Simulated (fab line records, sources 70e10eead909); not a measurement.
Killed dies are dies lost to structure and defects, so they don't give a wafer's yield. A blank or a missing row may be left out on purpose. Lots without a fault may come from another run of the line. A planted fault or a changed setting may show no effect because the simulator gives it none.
Chamber matching | flow nand_harc | NHARC_P_GATE_STRIP_108 on rie_diel-07: 4 sister chambers
The step strips in O2. 14 wafers are shown with their chamber, then 7 later ones without.

WAFERS WITH THEIR CHAMBER
wafer  | chamber | showerhead_plenum_p_Torr (Torr) | chamber_pressure_mTorr (mTorr) | oes_product_au (a.u.)
L939.1 | 2       | 3.63                            | 60.03                          | 1.002
L939.4 | 3       | 3.77                            | 60.04                          | 1.005
L939.5 | 2       | 3.63                            | 60.05                          | 1.001
L942.2 | 0       | 3.68                            | 59.97                          | 1.008
L942.3 | 2       | 3.63                            | 60.07                          | 0.990
L942.5 | 3       | 3.77                            | 60.03                          | 0.990
L945.2 | 3       | 3.77                            | 60.04                          | 1.004
L945.4 | 1       | 3.72                            | 59.95                          | 1.019
L945.6 | 2       | 3.63                            | 60.07                          | 0.997
L949.1 | 0       | 3.67                            | 59.96                          | 1.002
L949.2 | 3       | 3.76                            | 60.06                          | 1.003
L949.3 | 1       | 3.72                            | 59.97                          | 0.995
L954.1 | 0       | 3.67                            | 60.03                          | 1.030
L954.5 | 2       | 3.63                            | 60.04                          | 0.989

SIGNATURES (means of the wafers above)
reading                  | chamber 0 | chamber 1 | chamber 2 | chamber 3 | scatter within a chamber
showerhead_plenum_p_Torr | 3.6733    | 3.7200    | 3.6300    | 3.7675    | 0.00376
chamber_pressure_mTorr   | 59.9867   | 59.9600   | 60.0520   | 60.0425   | 0.022
oes_product_au           | 1.01333   | 1.00700   | 0.99580   | 1.00050   | 0.0101
Rule: a wafer's distance from a chamber is the root of the sum, over the readings, of the square of ((its reading less the chamber's mean) divided by the reading's scatter). The wafer belongs to the nearest chamber; if the next one is less than 2 further off, it can't be placed. The scatter: the root of (the sum of the squares of (reading less its chamber's mean) over the shown wafers, divided by (wafers less chambers)).

WAFERS WITHOUT THEIR CHAMBER
wafer  | showerhead_plenum_p_Torr (Torr) | chamber_pressure_mTorr (mTorr) | oes_product_au (a.u.)
L954.6 | 3.76                            | 59.97                          | 0.998
L960.2 | 3.72                            | 60.04                          | 1.012
L960.4 | 3.76                            | 59.99                          | 1.003
L960.5 | 3.72                            | 60.14                          | 1.012
L961.2 | 3.72                            | 60.03                          | 1.015
L961.4 | 3.62                            | 60.00                          | 0.988
L961.5 | 3.62                            | 59.93                          | 0.994

WHICH CHAMBER EACH WENT THROUGH
wafer  | from the rows above | in truth
L954.6 | 3                   | 3
L960.2 | 1                   | 1
L960.4 | 3                   | 3
L960.5 | 1                   | 1
L961.2 | 1                   | 1
L961.4 | 2                   | 2
L961.5 | 2                   | 2
Placed correctly: 7 of 7. Can't be placed from these rows: 0. Placed wrongly: 0.
